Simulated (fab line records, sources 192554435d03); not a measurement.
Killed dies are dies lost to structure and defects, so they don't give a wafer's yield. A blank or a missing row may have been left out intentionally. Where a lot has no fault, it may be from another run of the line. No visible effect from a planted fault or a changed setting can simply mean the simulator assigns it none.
fab line records | flow n5Finfet
record: lots: 11 wafers: 33 lastDay: 17
route steps=1938 shown BEOL_M13@1704 BEOL_M15@1813 MIM_TOP_LITHO@1850 PASSIVATION@1936
lots untouched by any fault: they come from a run of this same line in which no faults occurred
startH: hours from the record's opening day to when the first of the lot's shown wafers began | waitH: hours elapsed since this lot's preceding step | " repeats the value in the row above | L1.1+2: a row that stands for several wafers | - no value, or no start was given | * or withheld: withheld | < > ~ a bound
route shown NAME@n: names a module that has steps shown in the file, with the first one's number in the route | usual: mean/standard deviation taken from wafers without a fault | same: alike in all rows | chamber/n: place in a boat | sites: the reading at each site | _std_site: how widely they spread, as a standard deviation | _edge_site: the outer-site mean with the inner-site mean subtracted | radiusMm: how far each site lies from the wafer's centre | mask NAME#n: copy n | behind: the most recent tool/chamber to have shaped the wafer | hold: the reason the lot was held/the length of the hold in hours/how it ended | device: names the non-switching transistor (n, p or np) | end of line: the same wafers' tests at the end of the route | step lacking rows: just its recipe | killed: dies that structure and defects cost at the first sort, which is not the same as the wafer's yield | map: the dies of a wafer, with x for killed, . for not killed, _ for no die there
set.NAME: the setting as run; set.NAME@STEP: as run at that earlier step | model.NAME: the simulator's own value behind a step, which no gauge read
the route's steps for a sample of lots (tables are steps, rows are wafers)
services: from which hour (startH, from the record's first day; less than 0 if before it) a tool's chamber was out of use, for how many hours, and why
== steps ==
step: N5_BEOL_M13_PRE_CLEAN_42
recipe: gas: H2/He timeS: 30 tempC: 250
usual: heaterPowerW: 368/27
columns lot.wafer tool chamber startH waitH heaterPowerW
L941.3 pvdSputter-01 - 293.18 0.0 407
L941.4 " - " " 351
L941.5 " - " " 384
L942.1 pvdSputter-01 - 293.90 0.0 409
L942.5 " - " " 376
L942.6 " - " " 348
L944.2 pvdSputter-01 - 308.59 0.0 341
L944.3 " - " " 394
L944.4 " - " " 384
L946.1 pvdSputter-02 - 314.86 0.0 361
L946.3 " - " " 347
L946.4 " - " " 339
L949.1 pvdSputter-01 - 325.29 0.0 353
L949.2 " - " " 402
L949.5 " - " " 406
L945.1 pvdSputter-01 - 326.65 0.0 408
L945.2 " - " " 353
L945.3 " - " " 408
L952.1 pvdSputter-01 - 360.75 0.0 413
L952.3 " - " " 405
L952.6 " - " " 352
L953.1 pvdSputter-03 - 366.20 0.0 356
L953.4 " - " " 324
L953.6 " - " " 393
L955.1 pvdSputter-01 - 371.03 0.0 406
L955.2 " - " " 411
L955.5 " - " " 354
L954.3 pvdSputter-01 - 373.91 0.0 395
L954.4 " - " " 399
L954.5 " - " " 405
L957.1 pvdSputter-03 - 373.99 0.0 391
L957.2 " - " " 364
L957.6 " - " " 363
step: N5_BEOL_M15_STRIP_37
recipe: chemistry: O2 powerW: 600 tempC: 60 pressureMtorr: 30 rfFrequencyHz: 6e+07 biasPowerW: 0 overashFraction: 0.3 o2FlowSccm: 225
usual: drypumpMotorCurrentA: 5.6/0.4 o2FlowSccm: 225.0/0.7 oesProductAu: 0.77/0.092 rfVppV: 3.7/0.68 showerheadPlenumPTorr: 2.07/0.075 throttleValvePct: 16.82/0.23
same: overashFraction: 0.3
columns lot.wafer tool chamber startH waitH drypumpMotorCurrentA o2FlowSccm oesProductAu rfHoursCounterH rfVppV showerheadPlenumPTorr throttleValvePct
L941.3 rieDiel-01 1 - - 5.3 224.1 0.74 193 5.0 1.97 16.77
L941.4 " 3 " " 6.0 225.0 0.69 238 3.3 2.00 17.33
L941.5 " 0 " " 6.5 225.5 0.69 - 3.5 2.09 16.68
L942.1 rieDiel-03 1 - - 5.1 225.6 0.96 13 3.5 2.04 16.68
L942.5 " 1 " " 5.1 223.9 0.94 - 3.7 2.04 16.69
L942.6 " 2 " " 5.8 225.9 0.90 - 3.0 2.05 16.85
L944.2 rieDiel-02 1 - - 5.6 225.9 0.73 186 2.5 2.00 17.04
L944.3 " 0 " " 5.6 224.8 0.86 38 3.2 2.14 16.39
L944.4 " 1 " " 5.6 225.4 0.74 - 3.4 2.00 17.05
L946.1 rieDiel-03 1 - - 5.1 225.6 0.93 20 3.8 2.04 16.69
L946.3 " 2 " " 5.8 225.7 0.90 43 3.7 2.05 16.85
L946.4 " 0 " " 5.4 225.9 0.68 238 4.2 2.18 17.19
L949.1 rieDiel-02 2 - - 5.9 225.1 0.73 183 3.8 2.08 16.76
L949.2 " 0 " " 5.6 223.5 0.86 43 4.4 2.14 16.39
L949.5 " 3 " " 5.3 224.2 0.76 - 4.3 2.12 16.65
L945.1 rieDiel-03 0 - - 5.4 225.2 0.68 241 4.9 2.17 17.20
L945.2 " 2 " " 5.9 224.8 0.89 46 3.7 2.05 16.87
L945.3 " 1 " " 5.1 225.5 0.92 23 4.3 2.04 16.70
L952.1 rieDiel-02 0 - - 5.6 223.9 0.84 51 3.6 2.14 16.40
L952.3 " 1 " " 5.6 225.5 0.72 199 3.7 2.00 17.06
L952.6 " 1 " " 5.6 225.3 0.72 - 4.1 2.00 17.08
L953.1 rieDiel-02 2 - - 5.9 224.5 0.73 192 3.7 2.08 16.79
L953.4 " 1 " " 5.6 224.7 0.72 201 4.0 2.00 17.07
L953.6 " 3 " " 5.3 223.6 0.77 - 3.1 2.12 16.66
L955.1 rieDiel-01 3 - - 6.1 225.3 0.95 8 4.3 2.25 16.92
L955.2 " 2 " " 6.1 225.0 0.70 224 4.0 2.16 16.61
L955.5 " 1 " " 5.3 225.4 0.72 - 2.9 1.96 16.82
L954.3 rieDiel-01 0 - - 6.4 225.3 0.68 243 4.1 2.08 16.73
L954.4 " 1 " " 5.3 224.6 0.70 224 4.5 1.96 16.82
L954.5 " 3 " " 6.0 225.1 0.92 - 3.6 2.25 16.93
L957.1 rieDiel-02 1 - - 5.6 226.7 0.71 204 4.9 1.99 17.06
L957.2 " 0 " " 5.6 223.4 0.83 57 3.8 2.14 16.41
L957.6 " 1 " " 5.6 226.4 0.71 - 3.1 1.99 17.04
step: N5_BEOL_M15_ETCH_38
recipe: chemistry: CF4/N2 target: SiCN targetDepthA: 1064 taperDeg: 2 timeS: 120.5 ionEnergyEv: 150 maskMaterial: SiO2 pressureMtorr: 40 sourceW: 430 biasW: 70 Ar_flow_sccm: 100 cf4FlowSccm: 60 n2FlowSccm: 60
usual: drypumpMotorCurrentA: 5.6/0.4 oesProductAu: 0.78/0.093 rfVppV: 381.7/1.8 showerheadPlenumPTorr: 2.18/0.071 throttleValvePct: 15.57/0.23
columns lot.wafer tool chamber startH waitH drypumpMotorCurrentA oesProductAu rfHoursCounterH rfVppV showerheadPlenumPTorr throttleValvePct
L941.3 rieDiel-01 1 - - 5.3 0.72 193 380.6 2.09 15.62
L941.4 " 3 " " 6.1 0.71 238 379.1 2.09 16.00
L941.5 " 0 " " 6.4 0.71 - 382.5 2.16 15.28
L942.1 rieDiel-03 1 - - 5.1 0.93 13 380.0 2.17 15.50
L942.5 " 1 " " 5.1 0.94 - 380.3 2.17 15.51
L942.6 " 2 " " 5.9 0.92 - 380.8 2.14 15.51
L944.2 rieDiel-02 1 - - 5.6 0.73 186 380.8 2.10 15.75
L944.3 " 0 " " 5.6 0.86 38 382.8 2.26 15.14
L944.4 " 1 " " 5.6 0.73 - 380.5 2.10 15.75
L946.1 rieDiel-03 1 - - 5.1 0.91 20 382.0 2.17 15.52
L946.3 " 2 " " 5.9 0.92 43 380.6 2.14 15.52
L946.4 " 0 " " 5.4 0.70 238 383.7 2.27 15.93
L949.1 rieDiel-02 2 - - 5.9 0.70 183 382.0 2.20 15.64
L949.2 " 0 " " 5.6 0.86 43 382.4 2.26 15.17
L949.5 " 3 " " 5.3 0.79 - 382.0 2.22 15.42
L945.1 rieDiel-03 0 - - 5.4 0.69 241 383.5 2.27 15.93
L945.2 " 2 " " 5.8 0.91 46 379.9 2.14 15.53
L945.3 " 1 " " 5.1 0.91 23 382.1 2.17 15.51
L952.1 rieDiel-02 0 - - 5.6 0.84 51 382.4 2.25 15.16
L952.3 " 1 " " 5.6 0.74 199 379.0 2.10 15.78
L952.6 " 1 " " 5.6 0.73 - 379.8 2.10 15.78
L953.1 rieDiel-02 2 - - 5.9 0.69 192 381.7 2.19 15.64
L953.4 " 1 " " 5.6 0.73 201 379.8 2.10 15.78
L953.6 " 3 " " 5.4 0.77 - 384.0 2.22 15.43
L955.1 rieDiel-01 3 - - 6.1 0.97 8 385.6 2.34 15.53
L955.2 " 2 " " 6.1 0.68 224 383.8 2.26 15.39
L955.5 " 1 " " 5.3 0.71 - 380.2 2.08 15.69
L954.3 rieDiel-01 0 - - 6.4 0.70 243 383.8 2.15 15.36
L954.4 " 1 " " 5.3 0.71 224 380.0 2.08 15.67
L954.5 " 3 " " 6.1 0.96 - 384.5 2.34 15.54
L957.1 rieDiel-02 1 - - 5.6 0.72 204 380.0 2.09 15.79
L957.2 " 0 " " 5.6 0.82 57 384.1 2.25 15.17
L957.6 " 1 " " 5.6 0.72 - 380.4 2.09 15.78
step: N5_MIM_TOP_LITHO_DESCUM_10
recipe: chemistry: O2 timeS: 7.9 sourcePowerW: 50 biasPowerW: 20 pressureMtorr: 20 rfFrequencyHz: 2.712e+07 tempC: 40 o2FlowSccm: 225
usual: drypumpMotorCurrentA: 5.9/0.46 o2FlowSccm: 225.0/0.64 oesProductAu: 0.80/0.081 rfVppV: 243.6/1.3 showerheadPlenumPTorr: 2.13/0.07 throttleValvePct: 20.3/0.36
columns lot.wafer tool chamber startH waitH drypumpMotorCurrentA o2FlowSccm oesProductAu rfHoursCounterH rfVppV showerheadPlenumPTorr throttleValvePct
L941.3 rieDiel-04 0 309.91 0.1 5.0 225.3 0.81 92 243.5 2.06 21.0
L941.4 " 1 " " 5.8 224.5 0.92 18 244.7 2.12 19.9
L941.5 " 0 " " 5.0 224.9 0.80 - 242.9 2.06 21.0
L942.1 rieDiel-06 3 314.87 0.0 5.1 224.6 0.72 224 244.3 2.14 20.3
L942.5 " 0 " " 6.3 224.6 0.69 - 245.4 2.16 20.8
L942.6 " 3 " " 5.0 225.3 0.72 - 244.3 2.14 20.3
L944.2 rieDiel-05 2 330.33 0.1 5.4 225.4 0.79 127 241.6 2.00 20.1
L944.3 " 3 " " 5.8 225.6 0.95 7 245.3 2.14 19.9
L944.4 " 1 " " 5.8 223.4 0.71 207 243.6 2.19 21.2
L946.1 rieDiel-06 0 336.00 0.2 6.3 224.9 0.68 250 244.5 2.16 20.8
L946.3 " 2 " " 5.9 223.6 0.86 51 241.6 2.03 20.0
L946.4 " 1 " " 6.5 224.0 0.78 105 243.8 2.18 20.3
L949.1 rieDiel-06 3 341.44 0.0 5.0 224.2 0.71 232 244.1 2.13 20.3
L949.2 " 2 " " 5.9 225.3 0.86 53 242.5 2.02 20.1
L949.5 " 3 " " 5.0 224.0 0.71 - 244.2 2.13 20.3
L945.1 rieDiel-05 1 345.49 0.0 5.8 225.6 0.70 212 243.1 2.18 21.2
L945.2 " 0 " " 6.2 224.8 0.79 98 244.0 2.20 20.2
L945.3 " 3 " " 5.8 225.0 0.93 13 243.5 2.14 19.9
L952.1 rieDiel-06 0 377.99 0.2 6.4 225.9 0.96 3 243.4 2.15 20.4
L952.3 " 3 " " 5.0 225.0 0.69 249 244.5 2.13 20.4
L952.6 " 3 " " 5.0 225.7 0.69 - 243.2 2.13 20.4
L953.1 rieDiel-06 1 385.05 0.5 6.5 225.1 0.76 128 245.5 2.17 20.3
L953.4 " 2 " " 5.9 225.1 0.84 - 244.0 2.02 20.1
L953.6 " 1 " " 6.5 225.7 0.76 - 245.5 2.17 20.3
L955.1 rieDiel-06 1 388.27 0.0 6.5 225.7 0.76 130 243.2 2.17 20.3
L955.2 " 0 " " 6.4 225.1 0.96 8 243.3 2.15 20.4
L955.5 " 0 " " 6.3 224.5 0.94 - 244.1 2.15 20.4
L954.3 rieDiel-05 2 395.46 0.0 5.4 224.7 0.76 155 240.3 1.99 20.2
L954.4 " 3 " " 5.8 224.9 0.88 - 243.2 2.14 19.9
L954.5 " 1 " " 5.8 225.5 0.69 - 244.2 2.18 21.2
L957.1 rieDiel-06 2 395.65 0.1 5.9 225.4 0.83 80 242.4 2.02 20.1
L957.2 " 0 " " 6.3 224.1 0.93 13 244.1 2.15 20.4
L957.6 " 2 " " 5.9 224.6 0.84 - 242.3 2.02 20.1
step: N5_PASSIVATION_PROBE_49
usual: defectLimitedYield: 91.3/1.4 killed_at_M0_to_M3: 33/9.9 killed_at_M4_up: 15/5.6 killedAtContacts: 13/5.7 killedAtFrontEnd: 38/12 killedAtOther: 4/3.1 killedDies: 103/17 killedOpen: 66/13 killedShort: 32/7.8 sort_bin_4_leakage: 0.02/0.16 sort_bin_5_function: 5.1/0.95 sort_bin_6_memory: 3.2/0.68 sortNPass: 1077/17 sortYieldPct: 91.3/1.5
same: grossDies: 1180 killedAtBackSide: 0 sort_bin_8_speed[%]: 0
columns lot.wafer tool chamber startH waitH defectLimitedYield[%] killed_at_M0_to_M3 killed_at_M4_up killedAtContacts killedAtFrontEnd killedAtOther killedDies killedOpen killedShort sort_bin_4_leakage[%] sort_bin_5_function[%] sort_bin_6_memory[%] sortNPass sortYieldPct[%]
L946.1 prober-02 - 345.94 0.0 94.2 13 16 4 36 0 69 43 24 0 3.6 1.9 1111 94.2
L946.3 prober-02 - 346.04 0.1 92.5 43 7 9 28 2 89 61 27 0 5.0 1.9 1091 92.5
L946.4 prober-02 - 346.09 0.2 92.8 29 9 7 38 2 85 45 33 0 4.1 2.3 1095 92.8
L952.1 prober-01 - 389.04 0.0 79.1 34 162 13 31 7 247 79 26 0 12.1 4.9 933 79.1
L952.3 prober-01 - 389.14 0.1 86.0 36 73 10 25 21 165 56 35 0 9.2 2.8 1015 86.0
L952.6 prober-01 - 389.29 0.3 79.7 29 162 7 30 12 240 53 32 0 12.7 3.9 940 79.7
L955.1 prober-02 - 399.95 0.0 87.4 13 77 5 49 5 149 41 30 0 6.8 3.1 1031 87.4
L955.2 prober-02 - 400.00 0.1 79.3 36 154 15 35 4 244 61 42 0 12.3 4.7 936 79.3
L955.5 prober-02 - 400.15 0.2 80.8 23 153 15 29 6 226 56 26 0 11.0 4.2 954 80.8
L954.3 prober-01 - 408.24 0.1 85.8 26 80 9 50 2 167 66 28 0 7.6 4.1 1013 85.8
L954.4 prober-01 - 408.29 0.2 77.0 39 159 7 61 5 271 88 40 0 13.6 5.6 909 77.0
L954.5 prober-01 - 408.34 0.2 85.7 28 85 4 47 5 169 67 33 0 9.2 3.2 1011 85.7
killed by level:class
L946.1 STI_FIN_REVEAL:geometricParticle:open=9 FIN_SAQP:geometricParticle:short=4 MOL_CONTACT_COAG:geometricParticle:open=4 BEOL_M6:geometricParticle:open=4 STARTING-WAFER:geometricParticle:short=4 FIN_SAQP:geometricParticle:open=3 ILD0:geometricParticle:short=3 BEOL_M1:geometricParticle:short=3
L946.3 BEOL_M1:geometricParticle:open=10 STI_FIN_REVEAL:geometricParticle:open=8 BEOL_M0_SAQP:geometricParticle:open=8 MOL_CONTACT_COAG:geometricParticle:open=7 BEOL_M2:geometricParticle:open=7 FIN_SAQP:geometricParticle:open=5 BEOL_M0_SAQP:geometricParticle:short=5 BEOL_M2:geometricParticle:short=4
L946.4 BEOL_M0_SAQP:geometricParticle:short=7 MOL_CONTACT_COAG:geometricParticle:open=6 BEOL_M0_SAQP:geometricParticle:open=6 HKMG_FIN:areaEtch=6 STI_FIN_REVEAL:geometricParticle:open=5 BEOL_M2:geometricParticle:open=5 STI_FIN_REVEAL:geometricParticle:short=4 BEOL_M3:geometricParticle:open=4
L952.1 BEOL_M13:unspecified=134 BEOL_M4:geometricParticle:open=19 MOL_CONTACT_COAG:geometricParticle:open=12 STI_FIN_REVEAL:geometricParticle:open=8 BEOL_M0_SAQP:geometricParticle:open=8 BEOL_M0_SAQP:geometricParticle:short=7 BEOL_M3:geometricParticle:open=7 HKMG_FIN:areaEtch=5
L952.3 BEOL_M13:unspecified=63 BEOL_M0_SAQP:geometricParticle:short=11 PASSIVATION:areaEtch=10 BEOL_M0_SAQP:geometricParticle:open=9 MOL_CONTACT_COAG:geometricParticle:open=6 BEOL_M4:geometricParticle:open=6 STI_FIN_REVEAL:geometricParticle:open=5 PASS1_CAP:geometricParticle:short=5
L952.6 BEOL_M13:unspecified=145 BEOL_M4:geometricParticle:open=10 BEOL_M0_SAQP:geometricParticle:open=8 PASSIVATION:areaEtch=8 FIN_SAQP:geometricParticle:open=6 MOL_CONTACT_COAG:geometricParticle:open=5 STI_FIN_REVEAL:geometricParticle:open=4 BEOL_M1:geometricParticle:short=4
L955.1 BEOL_M13:unspecified=66 FIN_SAQP:geometricParticle:open=12 FIN_SAQP:geometricParticle:short=10 HKMG_FIN:areaEtch=8 BEOL_M3:geometricParticle:open=5 MOL_CONTACT_COAG:geometricParticle:open=4 BEOL_M0_SAQP:geometricParticle:short=4 STARTING-WAFER:geometricParticle:short=4
L955.2 BEOL_M13:unspecified=136 MOL_CONTACT_COAG:geometricParticle:open=13 FIN_SAQP:geometricParticle:open=8 BEOL_M0_SAQP:geometricParticle:short=8 BEOL_M3:geometricParticle:open=8 FIN_SAQP:geometricParticle:short=7 GATE_CUT:geometricParticle:short=6 BEOL_M4:geometricParticle:open=6
L955.5 BEOL_M13:unspecified=140 MOL_CONTACT_COAG:geometricParticle:open=14 FIN_SAQP:geometricParticle:open=10 BEOL_M3:geometricParticle:open=8 BEOL_M5:geometricParticle:open=6 GATE_CUT:geometricParticle:short=5 BEOL_M0_SAQP:geometricParticle:short=5 FIN_SAQP:geometricParticle:short=4
L954.3 BEOL_M13:unspecified=66 FIN_SAQP:geometricParticle:open=11 BEOL_M1:geometricParticle:open=9 STI_FIN_REVEAL:geometricParticle:open=8 BEOL_M4:geometricParticle:open=8 MOL_CONTACT_COAG:geometricParticle:open=7 FIN_SAQP:geometricParticle:short=6 DUMMY_GATE:geometricParticle:open=6
L954.4 BEOL_M13:unspecified=137 FIN_SAQP:geometricParticle:open=24 BEOL_M0_SAQP:geometricParticle:short=11 BEOL_M5:geometricParticle:open=10 BEOL_M1:geometricParticle:open=8 BEOL_M3:geometricParticle:open=7 BEOL_M4:geometricParticle:open=7 FIN_SAQP:geometricParticle:short=6
L954.5 BEOL_M13:unspecified=66 FIN_SAQP:geometricParticle:open=20 BEOL_M2:geometricParticle:open=10 FIN_SAQP:geometricParticle:short=7 BEOL_M0_SAQP:geometricParticle:short=6 BEOL_M1:geometricParticle:open=6 STI_FIN_REVEAL:geometricParticle:short=5 BEOL_M4:geometricParticle:open=5
== services ==
columns tool chamber startH hours kind
rieDiel-02 1 285.26 2.9 repair
rieDiel-06 2 293.88 4.3 repair
rieDiel-05 2 297.03 9.6 repair
rieDiel-06 2 304.45 10.4 repair
rieDiel-02 2 311.15 15.1 repair
rieDiel-03 2 315.58 9.5 repair
rieDiel-06 0 336.64 - clean
rieDiel-06 0 336.64 - consumableReplace:focusRing
rieDiel-06 0 336.64 35.3 scheduledDown
rieDiel-06 0 336.64 35.3 ventCycle
rieDiel-01 3 344.62 - clean
rieDiel-01 3 344.62 - consumableReplace:focusRing
rieDiel-01 3 344.62 - consumableReplace:showerhead
rieDiel-01 3 344.62 16.0 scheduledDown
rieDiel-01 3 344.62 16.0 ventCycle
rieDiel-01 - 347.50 0.1 repair
rieDiel-02 - 355.65 15.6 pm
rieDiel-05 3 369.28 14.3 repair
rieDiel-04 - 377.54 14.6 pm
pvdSputter-02 - 379.03 2.5 repair
rieDiel-06 3 380.27 - clean
rieDiel-06 3 380.27 - consumableReplace:focusRing
rieDiel-06 3 380.27 17.9 scheduledDown
rieDiel-06 3 380.27 17.9 ventCycle
== key ==
firstSign: step: N5_PASSIVATION_PROBE_49 reading: killed_at_M4_up direction: up sigmas: 19 usual: 15 struck: 123
effect: step: N5_PASSIVATION_PROBE_49 reading: killedDies direction: up sigmas: 6.3 usual: 103 struck: 209
moreKillsBornAt: N5_BEOL_M13_PRE_CLEAN_42@pvdSputter-01: 953
metAt N5_BEOL_M13_PRE_CLEAN_42
struckLots L952,L954,L955
baselineLoss: step: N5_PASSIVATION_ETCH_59 wafers: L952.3
notActingAt N5_BEOL_M15_STRIP_37,N5_BEOL_M15_ETCH_38,N5_MIM_TOP_LITHO_DESCUM_10
onsetBetween 326.65 360.75
fault: kind: chamberParticleSource tool: pvdSputter-01 chamber: - onsetH: 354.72 steps: N5_BEOL_M13_PRE_CLEAN_42 ratePerVisitCm2: 1.3778 endH: 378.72
baselineLoss: these wafers lose ten dies or more at that step, a loss of the line's own and not of a fault; the sort's usual values leave them out
